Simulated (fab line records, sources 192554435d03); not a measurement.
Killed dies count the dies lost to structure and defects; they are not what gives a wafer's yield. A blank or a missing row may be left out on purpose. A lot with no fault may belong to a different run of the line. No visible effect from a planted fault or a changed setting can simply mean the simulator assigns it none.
Split-lot trial + flow n5_finfet + 7 lots, 39 wafers read, on a route of 1938 steps

## ABOUT THE SPLIT
At N5_DUMMY_GATE_ETCH_32 (etches SiO2 in CF4, target depth 3.5 nm, time 3.9 s), the setting time_s was moved away from the recipe's 3.9 s on 12 of the 39 wafers read, by -19.7% to +22.9%. For the rest of the wafers, this setting stayed at what the recipe calls for.

The split's own step is where the reading is taken.

## THE READING
etch.depth_nm (the simulator's own value, which no gauge read), in nm, at N5_DUMMY_GATE_ETCH_32 (etches SiO2 in CF4, target depth 3.5 nm, time 3.9 s). The file gives no usual value for it. The 27 wafers here that ran the recipe average 3.574 nm, standard deviation 0.095 nm.

| wafer  | tool, chamber at the split | time_s as run, s | against the recipe | etch.depth_nm, nm | against lot-mates on the recipe |
|--------|----------------------------|------------------|--------------------|-------------------|---------------------------------|
| L079.1 | rie_si-05, 1               | 3.9              | recipe             | 3.487             | -                               |
| L079.2 | rie_si-05, 3               | 3.9              | recipe             | 3.516             | -                               |
| L079.3 | rie_si-05, 0               | 4.454            | +14.2%             | 4.036             | +0.516                          |
| L079.4 | rie_si-05, 2               | 4.454            | +14.2%             | 3.889             | +0.369                          |
| L079.5 | rie_si-05, 0               | 3.9              | recipe             | 3.557             | -                               |
| L079.6 | rie_si-05, 1               | 4.454            | +14.2%             | 3.988             | +0.468                          |
| L080.1 | rie_si-05, 2               | 3.133            | -19.7%             | 2.761             | -0.783                          |
| L080.2 | rie_si-05, 0               | 3.133            | -19.7%             | 2.859             | -0.685                          |
| L080.3 | rie_si-05, 1               | 3.9              | recipe             | 3.538             | -                               |
| L080.4 | rie_si-05, 3               | 3.133            | -19.7%             | 2.818             | -0.726                          |
| L080.5 | rie_si-05, 0               | 3.9              | recipe             | 3.592             | -                               |
| L080.6 | rie_si-05, 3               | 3.9              | recipe             | 3.503             | -                               |
| L081.1 | rie_si-04, 0               | 3.9              | recipe             | 3.497             | -                               |
| L081.2 | rie_si-04, 3               | 4.301            | +10.3%             | 4.028             | +0.420                          |
| L081.3 | rie_si-04, 2               | 3.9              | recipe             | 3.634             | -                               |
| L081.4 | rie_si-04, 1               | 4.301            | +10.3%             | 4.064             | +0.456                          |
| L081.5 | rie_si-04, 1               | 3.9              | recipe             | 3.694             | -                               |
| L081.6 | rie_si-04, 0               | 4.301            | +10.3%             | 3.776             | +0.168                          |
| L086.1 | rie_si-05, 2               | 3.9              | recipe             | 3.41              | -                               |
| L086.2 | rie_si-05, 1               | 3.9              | recipe             | 3.55              | -                               |
| L086.3 | rie_si-05, 0               | 3.9              | recipe             | 3.565             | -                               |
| L086.4 | rie_si-05, 3               | 3.9              | recipe             | 3.488             | -                               |
| L086.5 | rie_si-05, 1               | 3.9              | recipe             | 3.515             | -                               |
| L086.6 | rie_si-05, 0               | 3.9              | recipe             | 3.546             | -                               |
| L087.1 | rie_si-04, 1               | 3.9              | recipe             | 3.681             | -                               |
| L087.2 | rie_si-04, 2               | 3.9              | recipe             | 3.629             | -                               |
| L087.3 | rie_si-04, 3               | 3.9              | recipe             | 3.758             | -                               |
| L087.4 | rie_si-04, 0               | 3.9              | recipe             | 3.487             | -                               |
| L087.5 | rie_si-04, 2               | 3.9              | recipe             | 3.618             | -                               |
| L087.6 | rie_si-04, 1               | 3.9              | recipe             | 3.731             | -                               |
| L090.1 | rie_si-04, 0               | 3.9              | recipe             | 3.464             | -                               |
| L090.3 | rie_si-04, 3               | 3.9              | recipe             | 3.698             | -                               |
| L090.6 | rie_si-04, 1               | 3.9              | recipe             | 3.682             | -                               |
| L095.1 | rie_si-04, 0               | 3.9              | recipe             | 3.461             | -                               |
| L095.2 | rie_si-04, 2               | 4.792            | +22.9%             | 4.512             | +0.959                          |
| L095.3 | rie_si-04, 1               | 3.9              | recipe             | 3.71              | -                               |
| L095.4 | rie_si-04, 1               | 4.792            | +22.9%             | 4.549             | +0.996                          |
| L095.5 | rie_si-04, 2               | 4.792            | +22.9%             | 4.499             | +0.946                          |
| L095.6 | rie_si-04, 0               | 3.9              | recipe             | 3.489             | -                               |

FIT RESULTS
A straight line over all 39 wafers: etch.depth_nm changes by +0.0381 nm for each +1% of time_s; r = +0.96; the points scatter about the line by 0.1 nm.
The same after taking each lot's own level away (the mean of its wafers on the recipe; 39 wafers): +0.0382 nm for each +1%; r = +0.97; scatter 0.088 nm.
The reading moves by 0.87 nm for the largest change in time_s, on that fit.
The span of the lots' own levels, 3.5123 to 3.6507 nm, comes to 1.5 times the standard deviation stated above.
The two slopes are in agreement: the lot-to-lot level therefore moves the slope only a little.
Check: for one of the wafers moved furthest among these (+22.9%), held out of the fit, the line's prediction against its lot-mates is +0.857 nm. It came out at +0.959 nm against them.

## OTHER SPLITS APPLIED TO THESE WAFERS
Before the reading, these wafers also passed through other splits. Each is held against what the fit with the lots' levels taken away leaves over:
| other split on the same wafers       | wafers away from the commonest value | r with etch.depth_nm (lot level and that fit taken away) |
|--------------------------------------|--------------------------------------|----------------------------------------------------------|
| N5_DUMMY_GATE_CVD_03 temp_c          | 33                                   | -0.05                                                    |
| N5_DUMMY_GATE_ETCH_31 target_depth_a | 12                                   | +0.06                                                    |

## FILE'S OWN FIT
etch.depth_nm changes by +0.0382 nm for each +1% of time_s, r = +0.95.
